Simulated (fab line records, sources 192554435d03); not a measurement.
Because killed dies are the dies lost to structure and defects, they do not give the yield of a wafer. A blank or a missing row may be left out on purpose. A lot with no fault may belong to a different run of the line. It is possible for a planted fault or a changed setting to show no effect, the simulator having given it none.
Chamber matching || flow n5 finfet || 4 sister chambers for N5_BEOL_M10_ETCH_65 on rie diel-02
The step etches SiARC in CF4, target depth 39 nm, time 65 s. 30 wafers are shown with their chamber, then 12 later ones without.

## WAFERS, EACH WITH ITS CHAMBER
{"wafer": "L077.1", "chamber": 0, "drypump motor current A (A)": 6.3, "throttle valve pct (%)": 15.91, "showerhead plenum p Torr (Torr)": 2.16}
{"wafer": "L077.2", "chamber": 3, "drypump motor current A (A)": 5.7, "throttle valve pct (%)": 15.37, "showerhead plenum p Torr (Torr)": 2.09}
{"wafer": "L077.5", "chamber": 3, "drypump motor current A (A)": 5.7, "throttle valve pct (%)": 15.37, "showerhead plenum p Torr (Torr)": 2.09}
{"wafer": "L083.1", "chamber": 3, "drypump motor current A (A)": 5.7, "throttle valve pct (%)": 15.37, "showerhead plenum p Torr (Torr)": 2.09}
{"wafer": "L083.2", "chamber": 2, "drypump motor current A (A)": 5.3, "throttle valve pct (%)": 15.43, "showerhead plenum p Torr (Torr)": 2.21}
{"wafer": "L083.5", "chamber": 2, "drypump motor current A (A)": 5.3, "throttle valve pct (%)": 15.42, "showerhead plenum p Torr (Torr)": 2.21}
{"wafer": "L081.1", "chamber": 0, "drypump motor current A (A)": 6.3, "throttle valve pct (%)": 15.94, "showerhead plenum p Torr (Torr)": 2.15}
{"wafer": "L081.2", "chamber": 3, "drypump motor current A (A)": 5.7, "throttle valve pct (%)": 15.38, "showerhead plenum p Torr (Torr)": 2.09}
{"wafer": "L081.4", "chamber": 1, "drypump motor current A (A)": 5.5, "throttle valve pct (%)": 15.57, "showerhead plenum p Torr (Torr)": 2.10}
{"wafer": "L079.1", "chamber": 0, "drypump motor current A (A)": 6.3, "throttle valve pct (%)": 15.94, "showerhead plenum p Torr (Torr)": 2.15}
{"wafer": "L079.2", "chamber": 2, "drypump motor current A (A)": 5.2, "throttle valve pct (%)": 15.43, "showerhead plenum p Torr (Torr)": 2.20}
{"wafer": "L079.3", "chamber": 1, "drypump motor current A (A)": 5.5, "throttle valve pct (%)": 15.59, "showerhead plenum p Torr (Torr)": 2.10}
{"wafer": "L082.1", "chamber": 3, "drypump motor current A (A)": 5.7, "throttle valve pct (%)": 15.37, "showerhead plenum p Torr (Torr)": 2.09}
{"wafer": "L082.2", "chamber": 2, "drypump motor current A (A)": 5.2, "throttle valve pct (%)": 15.43, "showerhead plenum p Torr (Torr)": 2.20}
{"wafer": "L082.5", "chamber": 1, "drypump motor current A (A)": 5.5, "throttle valve pct (%)": 15.58, "showerhead plenum p Torr (Torr)": 2.10}
{"wafer": "L085.3", "chamber": 1, "drypump motor current A (A)": 5.4, "throttle valve pct (%)": 15.60, "showerhead plenum p Torr (Torr)": 2.10}
{"wafer": "L085.5", "chamber": 0, "drypump motor current A (A)": 6.3, "throttle valve pct (%)": 15.95, "showerhead plenum p Torr (Torr)": 2.15}
{"wafer": "L085.6", "chamber": 1, "drypump motor current A (A)": 5.5, "throttle valve pct (%)": 15.59, "showerhead plenum p Torr (Torr)": 2.10}
{"wafer": "L088.1", "chamber": 0, "drypump motor current A (A)": 6.3, "throttle valve pct (%)": 15.94, "showerhead plenum p Torr (Torr)": 2.15}
{"wafer": "L088.2", "chamber": 1, "drypump motor current A (A)": 5.4, "throttle valve pct (%)": 15.61, "showerhead plenum p Torr (Torr)": 2.10}
{"wafer": "L088.4", "chamber": 2, "drypump motor current A (A)": 5.2, "throttle valve pct (%)": 15.45, "showerhead plenum p Torr (Torr)": 2.20}
{"wafer": "L087.4", "chamber": 2, "drypump motor current A (A)": 5.2, "throttle valve pct (%)": 15.46, "showerhead plenum p Torr (Torr)": 2.20}
{"wafer": "L087.5", "chamber": 0, "drypump motor current A (A)": 6.3, "throttle valve pct (%)": 15.96, "showerhead plenum p Torr (Torr)": 2.15}
{"wafer": "L087.6", "chamber": 1, "drypump motor current A (A)": 5.5, "throttle valve pct (%)": 15.62, "showerhead plenum p Torr (Torr)": 2.10}
{"wafer": "L089.1", "chamber": 0, "drypump motor current A (A)": 6.3, "throttle valve pct (%)": 15.97, "showerhead plenum p Torr (Torr)": 2.15}
{"wafer": "L089.3", "chamber": 2, "drypump motor current A (A)": 5.2, "throttle valve pct (%)": 15.48, "showerhead plenum p Torr (Torr)": 2.20}
{"wafer": "L089.5", "chamber": 0, "drypump motor current A (A)": 6.3, "throttle valve pct (%)": 16.00, "showerhead plenum p Torr (Torr)": 2.15}
{"wafer": "L094.1", "chamber": 1, "drypump motor current A (A)": 5.5, "throttle valve pct (%)": 15.62, "showerhead plenum p Torr (Torr)": 2.09}
{"wafer": "L094.2", "chamber": 3, "drypump motor current A (A)": 5.7, "throttle valve pct (%)": 15.41, "showerhead plenum p Torr (Torr)": 2.08}
{"wafer": "L094.3", "chamber": 0, "drypump motor current A (A)": 6.3, "throttle valve pct (%)": 15.98, "showerhead plenum p Torr (Torr)": 2.14}

SIGNATURES (means of the wafers above)
{"reading": "drypump motor current A", "chamber 0": 6.300, "chamber 1": 5.475, "chamber 2": 5.229, "chamber 3": 5.700, "scatter within a chamber": 0.0336}
{"reading": "throttle valve pct", "chamber 0": 15.9544, "chamber 1": 15.5975, "chamber 2": 15.4429, "chamber 3": 15.3783, "scatter within a chamber": 0.0215}
{"reading": "showerhead plenum p Torr", "chamber 0": 2.1500, "chamber 1": 2.0987, "chamber 2": 2.2029, "chamber 3": 2.0883, "scatter within a chamber": 0.00444}
Rule: for each reading, subtract the chamber's mean from the wafer's reading, divide by that reading's scatter and square the result; add these up over the readings and take the root, which gives the wafer's distance from the chamber. If the next closest chamber is less than 2 further off than the closest, the wafer can't be placed; otherwise it belongs to the closest. The scatter: take each reading less its chamber's mean, square it, sum over the shown wafers, divide by the number of wafers less the number of chambers, and take the root.

## WAFERS MISSING THEIR CHAMBER
{"wafer": "L094.4", "drypump motor current A (A)": 5.2, "throttle valve pct (%)": 15.49, "showerhead plenum p Torr (Torr)": 2.19}
{"wafer": "L094.5", "drypump motor current A (A)": 5.2, "throttle valve pct (%)": 15.49, "showerhead plenum p Torr (Torr)": 2.19}
{"wafer": "L094.6", "drypump motor current A (A)": 5.5, "throttle valve pct (%)": 15.64, "showerhead plenum p Torr (Torr)": 2.09}
{"wafer": "L092.3", "drypump motor current A (A)": 5.3, "throttle valve pct (%)": 15.49, "showerhead plenum p Torr (Torr)": 2.19}
{"wafer": "L092.4", "drypump motor current A (A)": 5.5, "throttle valve pct (%)": 15.62, "showerhead plenum p Torr (Torr)": 2.09}
{"wafer": "L092.5", "drypump motor current A (A)": 5.4, "throttle valve pct (%)": 15.65, "showerhead plenum p Torr (Torr)": 2.09}
{"wafer": "L095.1", "drypump motor current A (A)": 5.2, "throttle valve pct (%)": 15.48, "showerhead plenum p Torr (Torr)": 2.19}
{"wafer": "L095.5", "drypump motor current A (A)": 5.7, "throttle valve pct (%)": 15.43, "showerhead plenum p Torr (Torr)": 2.08}
{"wafer": "L095.6", "drypump motor current A (A)": 5.2, "throttle valve pct (%)": 15.50, "showerhead plenum p Torr (Torr)": 2.19}
{"wafer": "L096.3", "drypump motor current A (A)": 5.5, "throttle valve pct (%)": 15.66, "showerhead plenum p Torr (Torr)": 2.09}
{"wafer": "L096.5", "drypump motor current A (A)": 5.7, "throttle valve pct (%)": 15.44, "showerhead plenum p Torr (Torr)": 2.08}
{"wafer": "L096.6", "drypump motor current A (A)": 5.2, "throttle valve pct (%)": 15.49, "showerhead plenum p Torr (Torr)": 2.19}

## WHICH CHAMBER EACH WENT THROUGH
{"wafer": "L094.4", "from the rows above": 2, "in truth": 2}
{"wafer": "L094.5", "from the rows above": 2, "in truth": 2}
{"wafer": "L094.6", "from the rows above": 1, "in truth": 1}
{"wafer": "L092.3", "from the rows above": 2, "in truth": 2}
{"wafer": "L092.4", "from the rows above": 1, "in truth": 1}
{"wafer": "L092.5", "from the rows above": 1, "in truth": 1}
{"wafer": "L095.1", "from the rows above": 2, "in truth": 2}
{"wafer": "L095.5", "from the rows above": 3, "in truth": 3}
{"wafer": "L095.6", "from the rows above": 2, "in truth": 2}
{"wafer": "L096.3", "from the rows above": 1, "in truth": 1}
{"wafer": "L096.5", "from the rows above": 3, "in truth": 3}
{"wafer": "L096.6", "from the rows above": 2, "in truth": 2}
Correct placement for 12 of the 12. Not placeable from these rows: 0. Placed wrongly: 0.
